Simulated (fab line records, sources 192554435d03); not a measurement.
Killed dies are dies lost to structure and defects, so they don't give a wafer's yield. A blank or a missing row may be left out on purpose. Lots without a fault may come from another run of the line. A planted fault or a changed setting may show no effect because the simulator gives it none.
Which tool did it? | flow n5_finfet | 23 lots, 69 wafers sampled, at 6 steps of a route of 1938

WHAT THE GAUGES READ, wafer by wafer
N5_ILD0_THK_MEAS_04. Usual: thk_nm 197.3 nm, standard deviation 1.1.
lot  | measured    | on            | thk_nm (nm)       | flag
L074 | day 3 16:27 | film_metro-02 | 194.7 195.0 194.6 |
L075 | day 3 18:40 | film_metro-01 | 196.7 198.3 197.3 |
L076 | day 4 03:14 | film_metro-01 | 198.8 195.9 198.8 |
L077 | day 4 07:22 | film_metro-02 | 197.9 197.5 198.7 |
L078 | day 4 15:20 | film_metro-01 | 198.2 196.9 197.2 |
L079 | day 5 00:09 | film_metro-01 | 196.5 197.3 196.7 |
L080 | day 5 05:58 | film_metro-01 | 196.6 198.1 198.3 |
L081 | day 5 11:43 | film_metro-01 | 196.5 196.1 198.3 |
L082 | day 5 21:36 | film_metro-02 | 194.5 196.0 195.3 |
L083 | day 5 23:41 | film_metro-01 | 199.9 196.5 196.5 |
L084 | day 6 06:47 | film_metro-02 | 196.1 196.4 196.5 |
L085 | day 6 15:19 | film_metro-02 | 196.3 197.6 196.5 |
L086 | day 6 15:38 | film_metro-02 | 196.1 197.0 195.8 |
L087 | day 6 22:04 | film_metro-02 | 198.2 196.0 197.0 |
L088 | day 7 06:22 | film_metro-02 | 197.4 196.3 198.2 |
L089 | day 7 10:33 | film_metro-02 | 198.3 197.0 197.5 |
L090 | day 7 16:06 | film_metro-02 | 197.0 197.8 198.2 |
L091 | day 7 20:08 | film_metro-01 | 197.9 197.3 197.4 |
L092 | day 8 03:55 | film_metro-02 | 198.6 197.0 198.6 |
L094 | day 8 16:44 | film_metro-01 | 197.6 198.0 197.3 |
L095 | day 8 20:31 | film_metro-02 | 197.3 195.7 197.8 |
L096 | day 9 10:03 | film_metro-02 | 196.5 197.6 198.3 |
L097 | day 9 10:20 | film_metro-01 | 197.4 198.6 198.2 |

WHICH TOOL RAN EACH LOT (tool, then ch and the chambers of the sampled wafers, then the start)
lot  | N5_DUMMY_GATE_ETCH_37             | N5_SD_EPI_N_ETCH_45               | N5_SD_EPI_N_VAPOR_ETCH_50      | N5_SD_EPI_P_ETCH_36               | N5_SD_ACTIVATION_RTA_00
L074 | rie_diel-02 ch 1,3, day 3 00:44   | rie_diel-01 ch 0,1,2, day 3 03:44 | epi_rpcvd-02 ch 0, day 3 04:43 | rie_diel-06 ch 0,2,3, day 3 07:46 | rtp_anneal-01 ch 0, day 3 11:30
L075 | rie_diel-06 ch 1,2, day 3 04:20   | rie_diel-03 ch 0,3, day 3 07:29   | epi_rpcvd-02 ch 0, day 3 08:29 | rie_diel-02 ch 0,1,2, day 3 11:26 | rtp_anneal-01 ch 0, day 3 15:14
L076 | rie_diel-05 ch 0,1,3, day 3 12:14 | rie_diel-03 ch 0,2, day 3 15:03   | epi_rpcvd-04 ch 0, day 3 16:03 | rie_diel-02 ch 0,2, day 3 19:12   | rtp_anneal-02 ch 0, day 3 23:46
L077 | rie_diel-06 ch 1,3, day 3 16:50   | rie_diel-03 ch 1,2,3, day 3 19:40 | epi_rpcvd-04 ch 0, day 3 20:39 | rie_diel-05 ch 0,1,3, day 4 00:10 | rtp_anneal-02 ch 0, day 4 03:56
L078 | rie_diel-06 ch 2,3, day 4 01:05   | rie_diel-01 ch 1,2, day 4 04:01   | epi_rpcvd-03 ch 0, day 4 05:01 | rie_diel-05 ch 0,2,3, day 4 08:07 | rtp_anneal-02 ch 0, day 4 11:49
L079 | rie_diel-06 ch 1,3, day 4 07:22   | rie_diel-03 ch 1,2,3, day 4 10:29 | epi_rpcvd-03 ch 0, day 4 12:11 | rie_diel-02 ch 0,2, day 4 16:52   | rtp_anneal-02 ch 0, day 4 20:39
L080 | rie_diel-06 ch 1,3, day 4 10:29   | rie_diel-03 ch 0,1,3, day 4 14:49 | epi_rpcvd-04 ch 0, day 4 15:55 | rie_diel-05 ch 2,3, day 4 19:41   | rtp_anneal-02 ch 0, day 5 00:28
L081 | rie_diel-05 ch 0,2,3, day 4 19:35 | rie_diel-01 ch 0,2,3, day 4 22:31 | epi_rpcvd-03 ch 0, day 4 23:34 | rie_diel-06 ch 2,3, day 5 04:16   | rtp_anneal-02 ch 0, day 5 08:13
L082 | rie_diel-05 ch 0,2,3, day 5 05:55 | rie_diel-04 ch 2,3, day 5 08:35   | epi_rpcvd-04 ch 0, day 5 09:47 | rie_diel-05 ch 0,2, day 5 13:19   | rtp_anneal-02 ch 0, day 5 18:02
L083 | rie_diel-05 ch 0,2, day 5 09:16   | rie_diel-03 ch 1,2,3, day 5 11:44 | epi_rpcvd-02 ch 0, day 5 12:55 | rie_diel-02 ch 0,2,3, day 5 16:32 | rtp_anneal-02 ch 0, day 5 20:17
L084 | rie_diel-05 ch 1,3, day 5 16:47   | rie_diel-01 ch 0,2,3, day 5 19:24 | epi_rpcvd-04 ch 0, day 5 20:24 | rie_diel-05 ch 1,2,3, day 5 23:22 | rtp_anneal-02 ch 0, day 6 03:20
L085 | rie_diel-02 ch 0,2,3, day 5 23:42 | rie_diel-04 ch 0,3, day 6 02:56   | epi_rpcvd-04 ch 0, day 6 03:56 | rie_diel-06 ch 0,1, day 6 07:14   | rtp_anneal-02 ch 0, day 6 11:53
L086 | rie_diel-02 ch 0,2,3, day 6 00:28 | rie_diel-03 ch 0,1,2, day 6 03:38 | epi_rpcvd-03 ch 0, day 6 04:43 | rie_diel-05 ch 0,3, day 6 08:22   | rtp_anneal-02 ch 0, day 6 12:13
L087 | rie_diel-06 ch 0,1,3, day 6 08:04 | rie_diel-01 ch 0,2, day 6 10:43   | epi_rpcvd-02 ch 0, day 6 11:43 | rie_diel-05 ch 0,2, day 6 14:41   | rtp_anneal-02 ch 0, day 6 18:39
L088 | rie_diel-02 ch 0,1,2, day 6 14:59 | rie_diel-01 ch 1,2,3, day 6 17:29 | epi_rpcvd-03 ch 0, day 6 18:30 | rie_diel-02 ch 0,1,3, day 6 21:29 | rtp_anneal-02 ch 0, day 7 01:47
L089 | rie_diel-02 ch 0,1,2, day 6 15:49 | rie_diel-03 ch 1,2, day 6 20:25   | epi_rpcvd-04 ch 0, day 6 21:26 | rie_diel-02 ch 0,1,3, day 7 00:22 | rtp_anneal-02 ch 0, day 7 07:06
L090 | rie_diel-05 ch 0,1,2, day 7 02:01 | rie_diel-03 ch 0,2, day 7 04:46   | epi_rpcvd-02 ch 0, day 7 05:49 | rie_diel-06 ch 0,1,2, day 7 08:36 | rtp_anneal-02 ch 0, day 7 12:43
L091 | rie_diel-06 ch 2,3, day 7 04:46   | rie_diel-01 ch 0,1,3, day 7 07:15 | epi_rpcvd-04 ch 0, day 7 08:21 | rie_diel-06 ch 0,1,2, day 7 11:57 | rtp_anneal-02 ch 0, day 7 16:37
L092 | rie_diel-02 ch 0,1, day 7 10:47   | rie_diel-01 ch 1,3, day 7 14:20   | epi_rpcvd-02 ch 0, day 7 15:22 | rie_diel-06 ch 0,2, day 7 18:37   | rtp_anneal-02 ch 0, day 8 00:29
L094 | rie_diel-06 ch 1,2,3, day 7 23:00 | rie_diel-01 ch 0,2,3, day 8 01:49 | epi_rpcvd-04 ch 0, day 8 02:55 | rie_diel-02 ch 0,1,3, day 8 06:23 | rtp_anneal-02 ch 0, day 8 11:11
L095 | rie_diel-05 ch 0,1, day 8 04:55   | rie_diel-04 ch 2,3, day 8 07:46   | epi_rpcvd-03 ch 0, day 8 08:47 | rie_diel-06 ch 0,1, day 8 12:50   | rtp_anneal-02 ch 0, day 8 16:45
L096 | rie_diel-05 ch 1,3, day 8 19:05   | rie_diel-03 ch 0,2, day 8 22:11   | epi_rpcvd-03 ch 0, day 8 23:32 | rie_diel-02 ch 0,2, day 9 02:29   | rtp_anneal-01 ch 0, day 9 06:18
L097 | rie_diel-06 ch 2,3, day 8 19:08   | rie_diel-04 ch 1,2, day 8 22:22   | epi_rpcvd-02 ch 0, day 8 23:46 | rie_diel-06 ch 0,3, day 9 02:52   | rtp_anneal-02 ch 0, day 9 06:47
- N5_DUMMY_GATE_ETCH_37: etches SOC in N2/H2, target depth 60 nm, overetch 30 nm.
- N5_SD_EPI_N_ETCH_45: etches SiOCN in CH3F/O2, target depth 6 nm.
- N5_SD_EPI_N_VAPOR_ETCH_50: etches Si in HCl, time 54 s.
- N5_SD_EPI_P_ETCH_36: etches SiARC in CF4, target depth 45.5 nm, time 75.8 s.
- N5_SD_ACTIVATION_RTA_00: time 0 s.

WHAT THE TOOLS THEMSELVES READ (means of the sampled wafers that have a number; where no wafer has one, the mark that the record gives instead)
N5_DUMMY_GATE_ETCH_37. Usual: drypump_motor_current_A 5.8 A, standard deviation 0.44; h2_flow_sccm 200.0 sccm, standard deviation 0.6; oes_product_au 0.61 a.u., standard deviation 0.06; rf_vpp_V 524.1 V, standard deviation 2.6; showerhead_plenum_p_Torr 2.55 Torr, standard deviation 0.098; throttle_valve_pct 17.97 %, standard deviation 0.2.
lot  | tool        | drypump_motor_current_A (A) | h2_flow_sccm (sccm) | oes_product_au (a.u.) | rf_vpp_V (V) | showerhead_plenum_p_Torr (Torr) | throttle_valve_pct (%) | flag
L074 | rie_diel-02 | 5.7                         | 199.8               | 0.55                  | 523.5        | 2.54                            | 18.37                  |
L075 | rie_diel-06 | 6.2                         | 199.6               | 0.57                  | 524.4        | 2.59                            | 18.19                  |
L076 | rie_diel-05 | 5.5                         | 199.9               | 0.58                  | 524.3        | 2.56                            | 17.87                  |
L077 | rie_diel-06 | 6.3                         | 200.1               | 0.61                  | 522.6        | 2.49                            | 18.00                  |
L078 | rie_diel-06 | 6.0                         | 200.5               | 0.57                  | 523.0        | 2.48                            | 18.07                  |
L079 | rie_diel-06 | 6.3                         | 200.0               | 0.61                  | 523.0        | 2.49                            | 18.02                  |
L080 | rie_diel-06 | 6.3                         | 199.6               | 0.61                  | 522.7        | 2.49                            | 18.02                  |
L081 | rie_diel-05 | 5.7                         | 199.8               | 0.59                  | 525.0        | 2.57                            | 17.96                  |
L082 | rie_diel-05 | 5.7                         | 200.1               | 0.59                  | 524.6        | 2.56                            | 17.97                  |
L083 | rie_diel-05 | 5.9                         | 200.1               | 0.58                  | 524.4        | 2.55                            | 18.14                  |
L084 | rie_diel-05 | 5.5                         | 200.1               | 0.57                  | 525.6        | 2.60                            | 17.87                  |
L085 | rie_diel-02 | 5.5                         | 200.0               | 0.65                  | 524.0        | 2.56                            | 17.87                  |
L086 | rie_diel-02 | 5.6                         | 200.2               | 0.65                  | 524.2        | 2.56                            | 17.86                  |
L087 | rie_diel-06 | 5.9                         | 200.5               | 0.60                  | 521.0        | 2.43                            | 18.02                  |
L088 | rie_diel-02 | 6.0                         | 200.5               | 0.64                  | 525.2        | 2.60                            | 17.76                  |
L089 | rie_diel-02 | 6.0                         | 200.5               | 0.64                  | 525.7        | 2.60                            | 17.75                  |
L090 | rie_diel-05 | 5.8                         | 200.2               | 0.57                  | 524.6        | 2.60                            | 18.13                  |
L091 | rie_diel-06 | 6.1                         | 199.9               | 0.70                  | 524.2        | 2.54                            | 17.89                  |
L092 | rie_diel-02 | 6.4                         | 199.5               | 0.67                  | 527.5        | 2.69                            | 17.74                  |
L094 | rie_diel-06 | 6.2                         | 199.2               | 0.64                  | 523.3        | 2.51                            | 17.99                  |
L095 | rie_diel-05 | 5.8                         | 199.5               | 0.55                  | 523.8        | 2.54                            | 18.08                  |
L096 | rie_diel-05 | 5.5                         | 199.8               | 0.56                  | 523.9        | 2.60                            | 17.90                  |
L097 | rie_diel-06 | 6.1                         | 200.5               | 0.69                  | 523.9        | 2.53                            | 17.90                  |

N5_SD_EPI_N_ETCH_45. Usual: drypump_motor_current_A 5.9 A, standard deviation 0.5; oes_product_au 0.77 a.u., standard deviation 0.089; rf_vpp_V 127.3 V, standard deviation 0.96; showerhead_plenum_p_Torr 1.98 Torr, standard deviation 0.069; throttle_valve_pct 23.32 %, standard deviation 0.27.
lot  | tool        | drypump_motor_current_A (A) | oes_product_au (a.u.) | rf_vpp_V (V) | showerhead_plenum_p_Torr (Torr) | throttle_valve_pct (%) | flag
L074 | rie_diel-01 | 6.3                         | 0.75                  | 127.6        | 1.99                            | 23.64                  |
L075 | rie_diel-03 | 6.2                         | 0.73                  | 128.0        | 2.01                            | 23.27                  |
L076 | rie_diel-03 | 5.4                         | 0.78                  | 126.7        | 1.93                            | 23.03                  |
L077 | rie_diel-03 | 5.7                         | 0.75                  | 127.4        | 2.02                            | 23.16                  |
L078 | rie_diel-01 | 6.3                         | 0.75                  | 126.8        | 1.93                            | 23.64                  |
L079 | rie_diel-03 | 5.7                         | 0.75                  | 127.8        | 2.02                            | 23.16                  |
L080 | rie_diel-03 | 5.8                         | 0.70                  | 127.2        | 2.01                            | 23.30                  |
L081 | rie_diel-01 | 6.3                         | 0.85                  | 127.6        | 1.99                            | 23.38                  |
L082 | rie_diel-04 | 5.3                         | 0.72                  | 126.7        | 1.90                            | 23.26                  |
L083 | rie_diel-03 | 5.7                         | 0.74                  | 127.7        | 2.01                            | 23.17                  |
L084 | rie_diel-01 | 6.3                         | 0.83                  | 126.9        | 1.98                            | 23.40                  |
L085 | rie_diel-04 | 5.5                         | 0.74                  | 127.0        | 1.93                            | 23.33                  |
L086 | rie_diel-03 | 5.3                         | 0.73                  | 126.9        | 1.96                            | 23.20                  |
L087 | rie_diel-01 | 6.4                         | 0.73                  | 126.9        | 2.02                            | 23.66                  |
L088 | rie_diel-01 | 6.1                         | 0.88                  | 127.4        | 1.94                            | 23.28                  |
L089 | rie_diel-03 | 5.2                         | 0.72                  | 127.5        | 2.01                            | 23.21                  |
L090 | rie_diel-03 | 5.4                         | 0.75                  | 127.1        | 1.92                            | 23.07                  |
L091 | rie_diel-01 | 6.1                         | 0.86                  | 128.2        | 1.99                            | 23.27                  |
L092 | rie_diel-01 | 5.9                         | 0.93                  | 127.0        | 1.95                            | 23.03                  |
L094 | rie_diel-01 | 6.3                         | 0.80                  | 127.2        | 1.98                            | 23.42                  |
L095 | rie_diel-04 | 5.5                         | 0.71                  | 125.9        | 1.89                            | 23.42                  |
L096 | rie_diel-03 | 5.5                         | 0.71                  | 126.5        | 1.90                            | 23.21                  |
L097 | rie_diel-04 | 5.9                         | 0.80                  | 126.7        | 1.95                            | 23.37                  |

N5_SD_EPI_N_VAPOR_ETCH_50. Usual: throttle_valve_pct 11.3 %, standard deviation 0.34.
lot  | tool         | throttle_valve_pct (%) | flag
L074 | epi_rpcvd-02 | 11.6                   |
L075 | epi_rpcvd-02 | 11.5                   |
L076 | epi_rpcvd-04 | 10.9                   |
L077 | epi_rpcvd-04 | 11.1                   |
L078 | epi_rpcvd-03 | 11.6                   |
L079 | epi_rpcvd-03 | 11.8                   |
L080 | epi_rpcvd-04 | 10.9                   |
L081 | epi_rpcvd-03 | 11.5                   |
L082 | epi_rpcvd-04 | 11.0                   |
L083 | epi_rpcvd-02 | 11.5                   |
L084 | epi_rpcvd-04 | 10.9                   |
L085 | epi_rpcvd-04 | 11.0                   |
L086 | epi_rpcvd-03 | 11.6                   |
L087 | epi_rpcvd-02 | 11.5                   |
L088 | epi_rpcvd-03 | 11.7                   |
L089 | epi_rpcvd-04 | 11.1                   |
L090 | epi_rpcvd-02 | 11.7                   |
L091 | epi_rpcvd-04 | 10.9                   |
L092 | epi_rpcvd-02 | 11.6                   |
L094 | epi_rpcvd-04 | 10.9                   |
L095 | epi_rpcvd-03 | 11.6                   |
L096 | epi_rpcvd-03 | 11.6                   |
L097 | epi_rpcvd-02 | 11.7                   |

N5_SD_EPI_P_ETCH_36. Usual: drypump_motor_current_A 5.8 A, standard deviation 0.47; etch_rf_on_time_s 75.2 s, standard deviation 2; oes_product_au 0.67 a.u., standard deviation 0.075; rf_vpp_V 184.0 V, standard deviation 1.4; showerhead_plenum_p_Torr 2.14 Torr, standard deviation 0.078; throttle_valve_pct 15.70 %, standard deviation 0.22.
lot  | tool        | drypump_motor_current_A (A) | etch_rf_on_time_s (s) | oes_product_au (a.u.) | rf_vpp_V (V) | showerhead_plenum_p_Torr (Torr) | throttle_valve_pct (%) | flag
L074 | rie_diel-06 | 5.8                         | 75.7                  | 0.64                  | 182.7        | 2.08                            | 15.89                  |
L075 | rie_diel-02 | 6.0                         | 75.7                  | 0.64                  | 183.6        | 2.10                            | 15.57                  |
L076 | rie_diel-02 | 5.6                         | 72.7                  | 0.69                  | 183.9        | 2.12                            | 15.49                  |
L077 | rie_diel-05 | 5.5                         | 77.4                  | 0.61                  | 185.0        | 2.15                            | 15.59                  |
L078 | rie_diel-05 | 5.6                         | 75.3                  | 0.64                  | 184.3        | 2.16                            | 15.70                  |
L079 | rie_diel-02 | 5.6                         | 73.8                  | 0.69                  | 183.1        | 2.12                            | 15.51                  |
L080 | rie_diel-05 | 5.7                         | 74.0                  | 0.67                  | 183.7        | 2.20                            | 15.74                  |
L081 | rie_diel-06 | 6.1                         | 78.1                  | 0.58                  | 183.7        | 2.15                            | 16.03                  |
L082 | rie_diel-05 | 5.9                         | 75.6                  | 0.65                  | 184.9        | 2.20                            | 15.93                  |
L083 | rie_diel-02 | 5.5                         | 73.8                  | 0.71                  | 184.3        | 2.15                            | 15.58                  |
L084 | rie_diel-05 | 5.6                         | 76.7                  | 0.62                  | 184.7        | 2.19                            | 15.64                  |
L085 | rie_diel-06 | 5.6                         | 73.5                  | 0.68                  | 182.6        | 2.04                            | 15.82                  |
L086 | rie_diel-05 | 5.3                         | 75.7                  | 0.62                  | 183.7        | 2.12                            | 15.53                  |
L087 | rie_diel-05 | 5.8                         | 76.5                  | 0.62                  | 183.7        | 2.16                            | 15.92                  |
L088 | rie_diel-02 | 5.9                         | 73.9                  | 0.73                  | 185.8        | 2.22                            | 15.52                  |
L089 | rie_diel-02 | 5.9                         | 73.6                  | 0.73                  | 185.5        | 2.22                            | 15.51                  |
L090 | rie_diel-06 | 5.9                         | 75.2                  | 0.72                  | 183.7        | 2.10                            | 15.77                  |
L091 | rie_diel-06 | 6.0                         | 74.8                  | 0.71                  | 183.4        | 2.10                            | 15.77                  |
L092 | rie_diel-06 | 5.5                         | 75.5                  | 0.71                  | 183.8        | 2.05                            | 15.74                  |
L094 | rie_diel-02 | 6.0                         | 74.0                  | 0.72                  | 185.2        | 2.21                            | 15.53                  |
L095 | rie_diel-06 | 6.1                         | 72.8                  | 0.67                  | 183.8        | 2.07                            | 15.88                  |
L096 | rie_diel-02 | 5.6                         | 73.6                  | 0.66                  | 183.8        | 2.11                            | 15.57                  |
L097 | rie_diel-06 | 5.8                         | 76.1                  | 0.62                  | 182.5        | 2.03                            | 15.91                  |

N5_SD_ACTIVATION_RTA_00. Usual: lamp_power_pct 8.97 %, standard deviation 0.049; lamp_zone_4_pct 8.95 %, standard deviation 0.032; wafer_temp_C_max 974.9, standard deviation 1.8.
lot  | tool          | lamp_power_pct (%) | lamp_zone_4_pct (%) | wafer_temp_C_max | flag
L074 | rtp_anneal-01 | 8.99               | 8.95                | 974.4            |
L075 | rtp_anneal-01 | 8.97               | 8.95                | 974.2            |
L076 | rtp_anneal-02 | 8.95               | 8.94                | 976.8            |
L077 | rtp_anneal-02 | 9.03               | 8.96                | 974.7            |
L078 | rtp_anneal-02 | 8.95               | 8.92                | 974.0            |
L079 | rtp_anneal-02 | 8.97               | 8.99                | 972.5            |
L080 | rtp_anneal-02 | 8.97               | 8.94                | 974.3            |
L081 | rtp_anneal-02 | 8.97               | 8.93                | 974.6            |
L082 | rtp_anneal-02 | 8.93               | 8.96                | 974.1            |
L083 | rtp_anneal-02 | 8.92               | 8.93                | 973.4            |
L084 | rtp_anneal-02 | 8.94               | 8.91                | 976.0            |
L085 | rtp_anneal-02 | 8.95               | 8.94                | 974.8            |
L086 | rtp_anneal-02 | 8.98               | 8.94                | 975.4            |
L087 | rtp_anneal-02 | 8.99               | 8.96                | 973.6            |
L088 | rtp_anneal-02 | 8.95               | 8.90                | 973.9            |
L089 | rtp_anneal-02 | 8.97               | 8.96                | 973.7            |
L090 | rtp_anneal-02 | 8.95               | 8.95                | 973.7            |
L091 | rtp_anneal-02 | 8.97               | 8.97                | 976.1            |
L092 | rtp_anneal-02 | 8.97               | 8.98                | 976.7            |
L094 | rtp_anneal-02 | 8.98               | 8.99                | 974.7            |
L095 | rtp_anneal-02 | 8.93               | 8.95                | 974.6            |
L096 | rtp_anneal-01 | 8.95               | 8.94                | 975.0            |
L097 | rtp_anneal-02 | 8.99               | 8.96                | 974.7            |

THE ANSWER, worked out from the rows above alone
Rule: a lot is off if the mean of its wafers that have a number lies more than 3 standard deviations from the usual mean. A lot without any number at a reading at which 4 lots or more have one is off too. The other lots that the step has rows for count as sound. The gauges are gone through in route order, then the tools' own readings, and for those a lot's mean is taken as printed above. The first step at which some lot is off is used, and at that step the reading that is off furthest; a lot without a number counts as furthest.
No lot is off at any reading shown: from this, nothing can be told.

WHAT THE SIMULATOR HAD PUT IN
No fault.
